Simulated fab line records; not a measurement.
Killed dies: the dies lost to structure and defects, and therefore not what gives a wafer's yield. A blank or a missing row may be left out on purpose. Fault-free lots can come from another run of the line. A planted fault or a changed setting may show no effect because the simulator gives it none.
fab line records | flow nandHarc
[record] lots = 14 wafers = 42 lastDay = 33
route steps=1302 shown A_BLC@1118 A_M0@1146
lots that met no fault: taken from a fault-free run of the same line
startH: start of the lot's first displayed wafer, in hours after the record's first day | waitH: how many hours have passed since the lot's step before this one | " the same as in the row above | L1.1+2: a single row standing in for several wafers | - either no value or no given start | * or withheld: withheld | < > ~ a bound
route shown NAME@n: a module of which the file shows steps, and the number in the route of the first | usual: mean/standard deviation of fault-free wafers | same: alike in all rows | chamber/n: place in a boat | sites: readings site by site | _std_site: how widely they spread, as a standard deviation | _edge_site: inner sites' mean taken away from outer sites' mean | radiusMm: for every site, how far away it sits from the centre of the wafer | mask NAME#n: copy n | behind: the most recent tool/chamber to have shaped the wafer | hold: reason for holding the lot/hours on hold/outcome of the hold | device: the transistor (n, p or np) that didn't switch | end of line: the tests these same wafers got at the end of their route | a step given without rows: its recipe and nothing more | killed: count of dies lost to structure and defects at first sort (not the wafer's yield) | map: a wafer's dies, marking killed ones x, the rest . and places with no die _
set.NAME: the setting that was run; set.NAME@STEP: the one run at that earlier step | model.NAME: the simulator's own value behind a step, which no gauge read
steps of the route over a sample of lots; a table a step, a row a wafer
services: the hour from which a tool's chamber was out of use, counted from the record's first day as startH (under 0 if before that day), plus the number of hours and why
[[steps]]
[step NHARC_A_BLC_OVL_MEAS_11]
[usual] overlayXNm = 0.2/1 overlayYNm = 0.0/0.82
// columns lot.wafer tool chamber startH waitH overlayXNm overlayYNm
L242.1 overlay-02 - 526.19 - -1.3 -1.7
L242.4 " - " " -1.1 -1.5
L242.5 " - " " -1.6 -1.8
L243.1 overlay-01 - 542.87 - -0.1 -0.9
L243.3 " - " " -0.1 -0.9
L243.5 " - " " -0.1 -1.0
L245.4 overlay-02 - 543.60 - 0.2 0.1
L245.5 " - " " 0.5 0.8
L245.6 " - " " 0.0 0.2
L244.1 overlay-02 - 559.17 - 1.6 1.2
L244.3 " - " " 1.9 1.3
L244.6 " - " " 1.5 0.8
L248.2 overlay-01 - 600.19 - -0.7 1.2
L248.3 " - " " -0.5 0.4
L248.5 " - " " -0.1 0.1
L250.2 overlay-01 - 604.14 - 2.1 -0.2
L250.3 " - " " 1.6 -0.3
L250.5 " - " " 1.7 -0.2
L249.2 overlay-01 - 611.51 - 1.9 -1.5
L249.5 " - " " 1.4 -0.6
L249.6 " - " " 1.7 -1.1
L251.4 overlay-01 - 627.28 - -1.0 0.5
L251.5 " - " " -0.7 0.2
L251.6 " - " " -1.0 -0.2
L253.1 overlay-01 - 637.37 - -2.1 -0.7
L253.2 " - " " -1.4 -0.2
L253.6 " - " " -1.3 -1.0
L258.1 overlay-02 - 662.53 - -0.6 0.4
L258.3 " - " " -1.2 1.1
L258.5 " - " " -0.4 1.1
L257.1 overlay-01 - 667.64 - -0.5 -1.5
L257.5 " - " " -0.9 -0.6
L257.6 " - " " -0.9 -0.5
L260.1 overlay-01 - 697.23 - 1.3 0.3
L260.3 " - " " 1.5 -0.3
L260.4 " - " " 1.5 -0.3
L262.3 overlay-02 - 713.73 - 0.8 -0.7
L262.4 " - " " 0.6 -0.7
L262.5 " - " " 0.5 -0.2
L264.1 overlay-01 - 743.35 - -1.3 0.5
L264.2 " - " " -1.4 0.7
L264.3 " - " " -1.2 0.0
[step NHARC_A_M0_DEVELOP_08]
[recipe] developTimeS = 35 devTempC = 23
[usual] chillPlateTempC = 22.98/0.11 developTimeS = 35/0
// columns lot.wafer tool chamber startH waitH chillPlateTempC developTimeS
L242.1 lithoTrack-04 0 530 - 23.04 35
L242.4 " 0 " " 22.97 35
L242.5 " 0 " " 22.79 35
L243.1 lithoTrack-04 0 546 - 22.92 35
L243.3 " 0 " " 22.86 35
L243.5 " 0 " " 22.94 35
L245.4 lithoTrack-01 0 547 - 23.15 35
L245.5 " 0 " " 23.14 35
L245.6 " 0 " " 22.99 35
L244.1 lithoTrack-04 0 562 - 23.04 35
L244.3 " 0 " " 23.05 35
L244.6 " 0 " " 23.00 35
L248.2 lithoTrack-01 0 604 - 23.04 35
L248.3 " 0 " " 22.96 35
L248.5 " 0 " " 22.89 35
L250.2 lithoTrack-01 0 608 - 22.80 35
L250.3 " 0 " " 22.97 35
L250.5 " 0 " " 23.01 35
L249.2 lithoTrack-04 0 615 - 23.05 35
L249.5 " 0 " " 22.92 35
L249.6 " 0 " " 22.98 35
L251.4 lithoTrack-01 0 631 - 23.30 35
L251.5 " 0 " " 23.14 35
L251.6 " 0 " " 23.12 35
L253.1 lithoTrack-06 0 641 - 22.98 35
L253.2 " 0 " " 22.97 35
L253.6 " 0 " " 22.88 35
L258.1 lithoTrack-04 - 666 - - -
L258.3 " - " " - -
L258.5 " - " " - -
L257.1 lithoTrack-01 - 671 - - -
L257.5 " - " " - -
L257.6 " - " " - -
L260.1 lithoTrack-04 0 700 - 22.99 35
L260.3 " 0 " " 22.87 35
L260.4 " 0 " " 22.88 35
L262.3 lithoTrack-04 0 717 - 22.95 35
L262.4 " 0 " " 22.84 35
L262.5 " 0 " " 23.07 35
L264.1 lithoTrack-06 0 747 - 22.92 35
L264.2 " 0 " " 22.77 35
L264.3 " 0 " " 22.86 35
[step NHARC_A_M0_STRIP_18]
[recipe] powerW = 1000 n2FlowSccm = 150 h2FlowSccm = 150 arFlowSccm = 0 biasW = 0 chemistry = N2/H2
[usual] drypumpMotorCurrentA = 5.9/0.42 oesProductAu = 1.005/0.0099 rfVppV = 90.8/1 showerheadPlenumPTorr = 2.05/0.1 throttleValvePct = 14.172/0.0099
// columns lot.wafer tool chamber startH waitH drypumpMotorCurrentA oesProductAu rfHoursCounterH rfVppV showerheadPlenumPTorr throttleValvePct
L242.1 rieDiel-06 0 530.77 0.1 5.3 0.999 1 89.4 1.99 14.163
L242.5 " 1 " " 6.2 0.994 - 90.9 2.10 14.175
L242.4 " 3 " " 5.9 1.024 - 89.6 1.96 14.160
L243.1 rieDiel-06 3 547.38 0.1 5.9 1.010 4 89.2 1.96 14.188
L243.3 " 0 " " 5.3 0.992 4 90.2 1.99 14.156
L243.5 " 3 " " 5.9 1.015 - 89.2 1.96 14.193
L245.4 rieDiel-12 3 548.08 0.1 6.4 0.995 4 91.3 2.20 14.169
L245.5 " 0 " " 6.5 0.993 - 89.9 1.89 14.185
L245.6 " 1 " " 6.6 1.005 - 91.3 2.13 14.168
L244.1 rieDiel-12 2 563.57 0.1 5.2 1.003 5 92.0 2.18 14.175
L244.3 " 3 " " 6.4 0.996 5 90.9 2.20 14.171
L244.6 " 3 " " 6.4 0.999 - 92.0 2.20 14.164
L248.2 rieDiel-06 1 604.93 0.1 6.2 1.014 11 91.1 2.10 14.166
L248.3 " 3 " " 5.9 1.024 11 90.4 1.96 14.174
L248.5 " 2 " " 6.1 1.010 - 89.1 1.91 14.177
L250.3 rieDiel-10 3 608.91 0.1 5.5 1.004 0 90.6 2.16 14.177
L250.2 " 0 " " 6.4 0.995 0 90.5 2.12 14.161
L250.5 " 1 " " 5.8 0.989 - 90.3 1.93 14.178
L249.2 rieDiel-06 0 616.19 0.1 5.3 1.001 12 89.7 1.99 14.174
L249.5 " 1 " " 6.3 1.012 - 91.5 2.10 14.179
L249.6 " 2 " " 6.1 1.013 - 90.6 1.91 14.172
L251.6 rieDiel-10 1 631.88 0.2 5.9 1.008 - 89.2 1.93 14.160
L251.4 " 2 " " 5.7 1.009 - 90.9 2.08 14.155
L251.5 " 3 " " 5.5 1.022 - 90.9 2.16 14.164
L253.1 rieDiel-10 3 641.99 0.1 5.5 1.021 2 91.3 2.16 14.154
L253.2 " 1 " " 5.8 1.014 1 90.6 1.93 14.177
L253.6 " 2 " " 5.7 1.013 - 91.8 2.08 14.180
L258.3 rieDiel-12 0 667.07 0.1 6.5 1.007 2 89.8 1.89 14.185
L258.1 " 2 " " 5.2 0.994 2 92.2 2.18 14.178
L258.5 " 1 " " 6.6 0.998 - 90.1 2.13 14.161
L257.1 rieDiel-10 2 672.23 0.1 5.8 1.017 3 90.4 2.08 14.166
L257.6 " 1 " " 5.8 1.008 - 90.1 1.93 14.178
L257.5 " 2 " " 5.7 1.022 - 90.1 2.08 14.185
L260.1 rieDiel-10 1 701.62 0.1 5.8 1.014 4 91.0 1.93 14.161
L260.4 " 2 " " 5.7 1.005 6 90.0 2.08 14.168
L260.3 " 3 " " 5.5 1.026 6 92.4 2.16 14.170
L262.3 rieDiel-10 2 718.13 0.1 5.8 0.995 7 92.1 2.08 14.204
L262.4 " 3 " " 5.5 1.015 7 91.5 2.16 14.163
L262.5 " 2 " " 5.7 0.999 - 91.7 2.08 14.186
L264.1 rieDiel-12 0 747.78 0.1 6.5 1.000 4 89.4 1.89 14.160
L264.3 " 1 " " 6.6 0.995 4 92.0 2.13 14.171
L264.2 " 2 " " 5.2 1.012 5 91.0 2.18 14.182
[step NHARC_A_M0_DEGAS_28]
[recipe] tempC = 250 timeS = 60
[usual] heaterPowerW = 339/35
// columns lot.wafer tool chamber startH waitH heaterPowerW
L242.4 pvdSputter-01 - 531.30 - 353
L242.1 " - " " 358
L242.5 " - " " 358
L243.3 pvdSputter-01 - 547.94 - 360
L243.1 " - " " 302
L243.5 " - " " 317
L245.4 pvdSputter-03 - 548.55 - 391
L245.5 " - " " 400
L245.6 " - " " 385
L244.3 pvdSputter-03 - 564.12 - 382
L244.1 " - " " 393
L244.6 " - " " 382
L248.3 pvdSputter-01 - 605.49 - 354
L248.2 " - " " 368
L248.5 " - " " 318
L250.2 pvdSputter-01 - 609.40 - 309
L250.3 " - " " 369
L250.5 " - " " 320
L249.2 pvdSputter-01 - 616.66 - 320
L249.6 " - " " 315
L249.5 " - " " 345
L251.4 pvdSputter-01 - 632.38 - 289
L251.5 " - " " 347
L251.6 " - " " 362
L253.2 pvdSputter-01 - 642.60 - 324
L253.1 " - " " 345
L253.6 " - " " 292
L258.1 pvdSputter-03 - 667.62 - 382
L258.3 " - " " 379
L258.5 " - " " 380
L257.1 pvdSputter-03 - 672.77 - 377
L257.6 " - " " 314
L257.5 " - " " 389
L260.3 pvdSputter-01 - 702.20 - 372
L260.4 " - " " 286
L260.1 " - " " 320
L262.4 pvdSputter-02 - 718.65 - 312
L262.3 " - " " 318
L262.5 " - " " 314
L264.1 pvdSputter-02 - 748.30 - 330
L264.2 " - " " 313
L264.3 " - " " 277
[[services]]
// columns tool chamber startH hours kind
rieDiel-10 0 514.99 2.9 repair
rieDiel-06 - 524.58 0.4 repair
pvdSputter-03 - 526.00 10.0 pm
lithoTrack-06 - 529.00 7.0 pm
pvdSputter-01 - 533.36 5.1 repair
lithoTrack-04 - 553.00 7.0 pm
pvdSputter-02 - 553.99 7.1 repair
pvdSputter-01 - 582.00 10.0 pm
rieDiel-06 0 584.98 8.0 repair
rieDiel-10 - 596.59 9.0 pm
rieDiel-12 2 599.80 17.9 repair
rieDiel-12 - 622.44 9.0 pm
rieDiel-10 0 626.01 6.2 repair
rieDiel-10 0 640.78 8.6 repair
rieDiel-06 - 661.30 9.0 pm
rieDiel-12 1 673.73 1.6 repair
lithoTrack-01 - 680.00 7.0 pm
rieDiel-10 1 682.60 15.9 repair
rieDiel-12 1 692.43 2.5 repair
pvdSputter-03 - 699.72 4.3 repair
rieDiel-12 3 721.02 4.3 repair
rieDiel-06 0 726.15 3.2 repair
lithoTrack-04 - 728.00 7.0 pm
pvdSputter-03 - 740.34 2.3 repair
[[key]]
[firstSign] step = NHARC_A_M0_DEVELOP_08 reading = toolRecord direction = missing
effect none on later readings
metAt NHARC_A_M0_DEVELOP_08
struckLots L257,L258
laterRowsLeftOut L257.1,L257.5,L257.6,L258.1,L258.3,L258.5
sortLeftOut L257.1,L257.5,L257.6,L258.1,L258.3,L258.5
notActingAt NHARC_A_BLC_OVL_MEAS_11,NHARC_A_M0_STRIP_18,NHARC_A_M0_DEGAS_28
onsetBetween 631 666
[fault] kind = skippedStepWhole tool = lithoTrack-01,lithoTrack-04 chamber = - onsetH = 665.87 steps = NHARC_A_M0_DEVELOP_08 scope = struckLotsOnly
// sortLeftOut: the simulated sort isn't trusted on such a fault, so these wafers' sort isn't shown, and their yield isn't known
// laterRowsLeftOut: the simulator's readings of these wafers behind a module that went badly wrong aren't trusted and aren't shown, but for the sort
